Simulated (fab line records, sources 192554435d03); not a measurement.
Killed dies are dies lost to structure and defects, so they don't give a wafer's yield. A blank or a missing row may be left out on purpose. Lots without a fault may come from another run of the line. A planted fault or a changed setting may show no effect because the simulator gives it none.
A struck lot beside a sound one | flow n5_finfet | 37 steps out of a route of 1938
Sound: wafers L775.1, L775.2, L775.3. Struck: wafer L785.4. (L785.3 of the same lot was not struck and is left out.) The cause comes at the end.
At each step with rows: each side's tool, then ch and its chambers, then its first start. Under that, the readings that differ: sound wafers | struck wafers | difference of the means | sigmas: that difference in standard deviations of wafers without a fault.
alike: readings whose means differ by less than 2 such deviations, and words and numbers that are the same on both sides. not compared: withheld readings, readings that some wafer has no value for, bounds like >300 that may hide the same value, and numbers for which the record gives no deviation and whose values overlap.
The two part at a step that has a row with sigmas, a row that says differs or no value, or rows on one side only. Numbers that don't overlap but have no deviation are shown without sigmas and don't part them. A reading that every wafer of one side lacks parts them only if that side has two wafers or more.

first, 8 steps without rows for these wafers: N5_BEOL_M1_ECD_50 (material Cu, target thk 300 nm); N5_BEOL_M1_ANNEAL_51 (time 90 s); N5_BEOL_M1_CMP_52 (polishes, stops on SiOC, t overpolish 6.8 s, target thk 40 nm); N5_BEOL_M1_PRE_CLEAN_60 (time 15 s); N5_BEOL_M1_CO_CAP_55 (material Co, precursor CCTBA/H2, target thk 2 nm, time 102.1 s); N5_BEOL_M1_PRE_CLEAN_56 (time 15 s); N5_BEOL_M1_DEP_57 (deposits SiCN from 3MS/NH3, target thk 8 nm, time 14 s); N5_BEOL_M2_ILD_DEP_00 (deposits SiOC from DEMS/O2, target thk 79 nm, time 15.3 s).
N5_BEOL_M2_PECVD_72: deposits SiO2 from TEOS/O2, target thk 16 nm, time 18 s.
  sound on pecvd-04 ch 0,1,2, day 7 12:16; struck on pecvd-04 ch 2, day 10 14:07
  reading                                    | sound        | struck | difference | sigmas
  heater_power_w (W)                         | 766 958 804  | 626    | -217       | -2
  model.SiO2_of_BEOL_M2_PECVD_72.thk_nm (nm) | 16 15.8 16.4 | 12.4   | -3.7       |
  alike: showerhead_plenum_p_Torr, throttle_valve_pct
then, 25 steps without rows for these wafers: N5_BEOL_M2_HM_DEP_02 (deposits TiN, target thk 20 nm); N5_BEOL_M2_COAT_61 (time 60 s, resist thk 60 nm); N5_BEOL_M2_COAT_62 (time 60 s, resist thk 12 nm); N5_BEOL_M2_COAT_73 (time 60 s, resist thk 5 nm); N5_BEOL_M2_COAT_05 (resist thk 30 nm); N5_BEOL_M2_EBR_07; N5_BEOL_M2_SOFTBAKE_06 (time 60 s); N5_BEOL_M2_EXPOSE_08 (exposes mask M2); N5_BEOL_M2_PEB_09 (peb time 60 s); N5_BEOL_M2_DEVELOP_10 (develop time 30 s); N5_BEOL_M2_DESCUM_16 (chemistry O2, time 7 s); N5_BEOL_M2_ETCH_74 (etches underlayer in N2/H2, target depth 6.5 nm, time 5.2 s); N5_BEOL_M2_ETCH_63 (etches SiARC in CF4, target depth 15.6 nm, time 26 s); N5_BEOL_M2_ETCH_64 (etches SOC in N2/H2, target depth 75 nm, overetch 22.5 nm, time 121.9 s); N5_BEOL_M2_STRIP_65 (strips in N2/H2); N5_BEOL_M2_STRIP_75 (strips in N2/H2); N5_BEOL_M2_STRIP_66 (strips in CF4); N5_BEOL_M2_HM_OPEN_17 (chemistry Cl2/BCl3, target TiN, target depth 20 nm, overetch 6 nm); N5_BEOL_M2_STRIP_19 (strips in O2); N5_BEOL_M2_COAT_67 (time 60 s, resist thk 60 nm); N5_BEOL_M2_COAT_68 (time 60 s, resist thk 12 nm); N5_BEOL_M2_COAT_76 (time 60 s, resist thk 5 nm); N5_BEOL_M2_COAT_22 (resist thk 30 nm); N5_BEOL_M2_EBR_24; N5_BEOL_M2_SOFTBAKE_23 (time 60 s).
N5_BEOL_M2_HM_STRIP_39: strips TiN in peroxide tin strip, target depth 25 nm, time 158 s.
  sound on wet_bench-05 ch 4,6,7, day 7 18:49; struck on wet_bench-05 ch 1, day 11 22:34
  reading                                    | sound          | struck | difference | sigmas
  model.SiO2_of_BEOL_M2_PECVD_72.thk_nm (nm) | 15.8 15.6 16.2 | 12.2   | -3.7       |
N5_BEOL_M2_CMP_52: polishes, stops on SiOC, t overpolish 6.8 s, target thk 40 nm.
  sound on cmp-01 ch 0,1,2, day 7 21:54; struck on cmp-03 ch 2, day 12 01:49
  reading                      | sound          | struck | difference | sigmas
  barrier_field_endpoint_s (s) | 23.9 24.0 24.6 | 20.1   | -4.1       | -6
  alike: edge_zone_pressure_frac, motor_current_A
N5_BEOL_M4_RC_MEAS_101:
  sound on prober-02 ch 0, day 11 03:59; struck on prober-02 ch 0, day 13 09:02
  reading       | sound       | struck | difference | sigmas
  ION_P (uA/um) | 458 463 451 | 475    | +18        | +2
  alike: DIBL_N, DIBL_P, IOFF_N, IOFF_P, ION_N, SS_N, SS_P, VT_N, VT_P

WHERE THEY PART
First at N5_BEOL_M2_PECVD_72; last, within this record, at N5_BEOL_M4_RC_MEAS_101.

WHY: what the simulator had put in
Process parameter drift: pecvd-04, from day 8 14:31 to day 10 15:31, at N5_BEOL_M2_PECVD_72. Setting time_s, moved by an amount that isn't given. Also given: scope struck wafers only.
